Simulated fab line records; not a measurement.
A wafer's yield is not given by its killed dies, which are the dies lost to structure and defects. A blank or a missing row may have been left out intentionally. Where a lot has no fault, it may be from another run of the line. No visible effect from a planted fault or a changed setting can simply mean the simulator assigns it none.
3 desks, one fault -- flow nand harc -- every desk sees just its own numbers, and what lay behind them comes last

== THE DEFECT DESK ==
Lot by lot, what the route's inspections counted, given as the mean of those sampled wafers with a number. A lot is out of limits, marked OUT, if its mean lies more than 4 standard deviations from the usual mean; the brackets give that distance.
Columns: A = raw defect count at NHARC_A_M1_INSPECT_11, usual 30
lot,first seen here,A
L497,day 17 21:31,18
L498,day 17 22:07,26
L499,day 18 06:15,24
L500,day 18 06:31,19
L501,day 18 06:50,21
L512,day 21 10:38,12
L514,day 22 02:36,38
L515,day 22 03:22,34
L516,day 22 07:03,52
L517,day 22 21:58,16
L519,day 23 04:22,25
L518,day 23 04:32,40
L520,day 24 12:52,52
This desk found nothing out of limits on any of the 13 lots.

== DESK OF THE TOOL OWNER: pecvd-04 ==
The tool's own readings at NHARC_A_M1_DEP_00 (deposits SiOC, target thk 182.5 nm): means of the sampled wafers that have a number, for each lot that ran on this tool. A lot is out of limits, marked OUT, if its mean lies more than 4 standard deviations from the usual mean; the brackets give that distance.
Columns: A = showerhead vpp V at NHARC_A_M1_DEP_00, usual 1499 V
lot,first seen here,A
L497,day 17 20:41,1544
L499,day 18 05:17,1543
L500,day 18 05:33,1542
L515,day 22 02:24,1493
L518,day 23 03:35,1532
This desk found nothing out of limits on any of the 5 lots.

== METROLOGY DESK ==
What the gauges read for every lot (on any tool): the sampled wafers with a number, averaged. A lot is out of limits, marked OUT, if its mean lies more than 4 standard deviations from the usual mean; the brackets give that distance.
Columns: A = cd nm at NHARC_A_BONDPAD_CD_MEAS_13, usual 500.3 nm
lot,first seen here,A
L497,day 18 02:41,501.2
L498,day 18 03:43,498.7
L499,day 18 11:37,501.8
L500,day 18 11:51,501.0
L501,day 18 12:21,499.6
L512,day 21 15:55,500.5
L514,day 22 08:01,499.4
L515,day 22 08:34,499.5
L516,day 22 12:04,500.3
L517,day 23 03:10,500.4
L519,day 23 10:08,500.0
L518,day 23 10:35,498.4
L520,day 24 18:01,500.4
This desk found nothing out of limits on any of the 13 lots.

== BROUGHT TOGETHER ==
The defect desk saw nothing out of limits.
Nothing out of limits was seen by the tool owner's desk.
Metrology desk: nothing out of limits seen.

== WHAT THE SIMULATOR PUT IN ==
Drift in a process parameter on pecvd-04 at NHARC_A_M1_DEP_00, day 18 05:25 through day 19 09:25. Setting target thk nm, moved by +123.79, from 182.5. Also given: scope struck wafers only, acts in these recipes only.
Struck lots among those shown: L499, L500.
